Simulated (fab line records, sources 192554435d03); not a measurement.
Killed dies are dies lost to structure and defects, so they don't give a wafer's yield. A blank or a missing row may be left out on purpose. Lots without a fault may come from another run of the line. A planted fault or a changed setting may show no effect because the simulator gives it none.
Split-lot experiment | flow n5_finfet | 7 lots, 39 wafers read, on a route of 1938 steps

THE SPLIT
At N5_PMOS_HMC_CHANNEL_EPI_HM_DEP_34 (deposits SiO2 from TEOS/O2, target thk 36 nm, time 6.9 s), the setting time_s was moved away from the recipe's 6.9 s on 12 of the 39 wafers read, by -55.5% to +46.5%. The other wafers ran this setting at the recipe's value.

The reading is taken at the split's own step.

THE READING
SiO2_of_PMOS_HMC_CHANNEL_EPI_HM_DEP_34.thk_nm (the simulator's own value, which no gauge read), in nm, at N5_PMOS_HMC_CHANNEL_EPI_HM_DEP_34 (deposits SiO2 from TEOS/O2, target thk 36 nm, time 6.9 s). The file gives no usual value for it. The 27 wafers here that ran the recipe average 36.41 nm, standard deviation 0.6 nm.

wafer  | tool, chamber at the split | time_s as run, s | against the recipe | SiO2_of_PMOS_HMC_CHANNEL_EPI_HM_DEP_34.thk_nm, nm | against lot-mates on the recipe
L076.1 | pecvd-04, 2                | 6.9              | recipe             | 36.46                                             | -
L076.2 | pecvd-04, 0                | 6.9              | recipe             | 36.94                                             | -
L076.3 | pecvd-04, 1                | 6.9              | recipe             | 36.7                                              | -
L076.4 | pecvd-04, 1                | 6.9              | recipe             | 37.21                                             | -
L076.5 | pecvd-04, 2                | 6.9              | recipe             | 37.42                                             | -
L076.6 | pecvd-04, 0                | 6.9              | recipe             | 37.7                                              | -
L078.1 | pecvd-01, 0                | 6.9              | recipe             | 36.03                                             | -
L078.2 | pecvd-01, 2                | 10.11            | +46.5%             | 51.48                                             | +15.36
L078.3 | pecvd-01, 1                | 6.9              | recipe             | 36.24                                             | -
L078.4 | pecvd-01, 2                | 6.9              | recipe             | 36.09                                             | -
L078.5 | pecvd-01, 0                | 10.11            | +46.5%             | 52.98                                             | +16.86
L078.6 | pecvd-01, 1                | 10.11            | +46.5%             | 52.74                                             | +16.62
L080.1 | pecvd-04, 1                | 6.9              | recipe             | 36.14                                             | -
L080.2 | pecvd-04, 0                | 6.9              | recipe             | 36.4                                              | -
L080.4 | pecvd-04, 0                | 6.9              | recipe             | 37.1                                              | -
L081.1 | pecvd-01, 1                | 6.9              | recipe             | 36.13                                             | -
L081.2 | pecvd-01, 0                | 6.9              | recipe             | 36.05                                             | -
L081.3 | pecvd-01, 0                | 3.071            | -55.5%             | 17.14                                             | -19.19
L081.4 | pecvd-01, 1                | 3.071            | -55.5%             | 17.07                                             | -19.26
L081.5 | pecvd-01, 1                | 6.9              | recipe             | 36.8                                              | -
L081.6 | pecvd-01, 0                | 3.071            | -55.5%             | 16.88                                             | -19.45
L083.1 | pecvd-01, 1                | 5.512            | -20.1%             | 29.38                                             | -7.40
L083.2 | pecvd-01, 0                | 5.512            | -20.1%             | 28.76                                             | -8.02
L083.3 | pecvd-01, 0                | 5.512            | -20.1%             | 29.27                                             | -7.51
L083.4 | pecvd-01, 1                | 6.9              | recipe             | 36.77                                             | -
L083.5 | pecvd-01, 0                | 6.9              | recipe             | 36.54                                             | -
L083.6 | pecvd-01, 1                | 6.9              | recipe             | 37.03                                             | -
L090.1 | pecvd-03, 2                | 6.9              | recipe             | 36.1                                              | -
L090.2 | pecvd-03, 1                | 9.698            | +40.6%             | 49.48                                             | +13.27
L090.3 | pecvd-03, 0                | 6.9              | recipe             | 36.17                                             | -
L090.4 | pecvd-03, 1                | 9.698            | +40.6%             | 50.1                                              | +13.89
L090.5 | pecvd-03, 0                | 6.9              | recipe             | 36.37                                             | -
L090.6 | pecvd-03, 2                | 9.698            | +40.6%             | 50.27                                             | +14.06
L096.1 | pecvd-03, 2                | 6.9              | recipe             | 35.98                                             | -
L096.2 | pecvd-03, 0                | 6.9              | recipe             | 35.66                                             | -
L096.3 | pecvd-03, 1                | 6.9              | recipe             | 34.72                                             | -
L096.4 | pecvd-03, 2                | 6.9              | recipe             | 36.55                                             | -
L096.5 | pecvd-03, 0                | 6.9              | recipe             | 36.19                                             | -
L096.6 | pecvd-03, 1                | 6.9              | recipe             | 35.69                                             | -

THE FIT
A straight line over all 39 wafers: SiO2_of_PMOS_HMC_CHANNEL_EPI_HM_DEP_34.thk_nm changes by +0.345 nm for each +1% of time_s; r = +1.00; the points scatter about the line by 0.58 nm.
The same after taking each lot's own level away (the mean of its wafers on the recipe; 39 wafers): +0.348 nm for each +1%; r = +1.00; scatter 0.45 nm.
On that fit, the largest move of time_s shifts the reading by 19 nm.
The lots' own levels span 35.798 to 37.072 nm, that is 2.1 times the standard deviation above.
So the lot-to-lot level changes the slope little: the two slopes agree.
Check: with one of the wafers moved furthest among these (-55.5%) left out of the fit, the line predicts -19.4 nm for it against its lot-mates. It came out at -19.2 nm against them.

THE FILE'S OWN FIT
SiO2_of_PMOS_HMC_CHANNEL_EPI_HM_DEP_34.thk_nm changes by +0.348 nm for each +1% of time_s, r = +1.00.
